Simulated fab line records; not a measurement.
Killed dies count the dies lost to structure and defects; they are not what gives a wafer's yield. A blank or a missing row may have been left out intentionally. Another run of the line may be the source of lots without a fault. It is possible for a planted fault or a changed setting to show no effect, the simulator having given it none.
Matching of chambers | flow n5Finfet | 4 sister chambers for N5_BEOL_M10_STRIP_36 on rieDiel-05
The step strips in N2/H2. 22 wafers are shown with their chamber, then 11 later ones without.

WAFERS WITH THEIR CHAMBER
wafer  | chamber | showerheadPlenumPTorr (Torr) | throttleValvePct (%) | drypumpMotorCurrentA (A)
L074.2 | 1       | 2.51                         | 23.9                 | 6.2
L074.3 | 2       | 2.56                         | 23.2                 | 5.3
L074.5 | 2       | 2.56                         | 23.2                 | 5.3
L075.3 | 1       | 2.50                         | 23.9                 | 6.2
L075.5 | 0       | 2.41                         | 23.7                 | 5.2
L075.6 | 1       | 2.50                         | 23.9                 | 6.2
L076.1 | 0       | 2.41                         | 23.8                 | 5.1
L076.4 | 0       | 2.41                         | 23.8                 | 5.2
L076.5 | 1       | 2.50                         | 23.9                 | 6.2
L077.1 | 1       | 2.50                         | 23.9                 | 6.2
L077.4 | 3       | 2.67                         | 22.8                 | 5.5
L077.5 | 0       | 2.41                         | 23.8                 | 5.1
L081.2 | 0       | 2.40                         | 23.8                 | 5.1
L081.3 | 1       | 2.50                         | 23.9                 | 6.1
L081.4 | 2       | 2.55                         | 23.0                 | 5.2
L084.1 | 3       | 2.66                         | 22.8                 | 5.5
L084.4 | 2       | 2.55                         | 23.0                 | 5.3
L084.6 | 2       | 2.55                         | 23.0                 | 5.3
L085.1 | 1       | 2.50                         | 23.9                 | 6.1
L085.2 | 3       | 2.66                         | 22.8                 | 5.5
L085.4 | 0       | 2.40                         | 23.7                 | 5.2
L087.1 | 2       | 2.55                         | 23.0                 | 5.3

SIGNATURES (averages over the wafers above)
reading               | chamber 0 | chamber 1 | chamber 2 | chamber 3 | scatter within a chamber
showerheadPlenumPTorr | 2.4067    | 2.5014    | 2.5533    | 2.6633    | 0.00482
throttleValvePct      | 23.767    | 23.900    | 23.067    | 22.800    | 0.0609
drypumpMotorCurrentA  | 5.150     | 6.171     | 5.283     | 5.500     | 0.0457
Rule: a wafer lies at a distance from a chamber equal to the root of the sum of squares, over the readings, of (its reading less the chamber's mean, divided by the reading's scatter). The wafer belongs to the nearest chamber; if the next one is less than 2 further off, it can't be placed. The scatter is the square root of a quotient: the sum, over the shown wafers, of each reading's squared deviation from its chamber's mean, divided by wafers minus chambers.

WAFERS WITH NO CHAMBER GIVEN
wafer  | showerheadPlenumPTorr (Torr) | throttleValvePct (%) | drypumpMotorCurrentA (A)
L087.2 | 2.66                         | 22.8                 | 5.5
L087.4 | 2.40                         | 23.8                 | 5.1
L089.1 | 2.50                         | 23.9                 | 6.2
L089.2 | 2.66                         | 22.8                 | 5.5
L089.6 | 2.55                         | 23.0                 | 5.2
L093.3 | 2.54                         | 23.0                 | 5.2
L093.4 | 2.72                         | 23.6                 | 5.1
L093.6 | 2.55                         | 23.0                 | 5.3
L096.2 | 2.71                         | 23.6                 | 5.1
L096.3 | 2.65                         | 22.8                 | 5.5
L096.4 | 2.49                         | 24.0                 | 6.1

THE CHAMBER EACH PASSED THROUGH
wafer  | from the rows above | in truth
L087.2 | 3                   | 3
L087.4 | 0                   | 0
L089.1 | 1                   | 1
L089.2 | 3                   | 3
L089.6 | 2                   | 2
L093.3 | 2                   | 2
L093.4 | 3                   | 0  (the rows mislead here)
L093.6 | 2                   | 2
L096.2 | 3                   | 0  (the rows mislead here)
L096.3 | 3                   | 3
L096.4 | 1                   | 1
Placed correctly: 9 of 11. Not placeable from these rows: 0. Wrongly placed: 2.
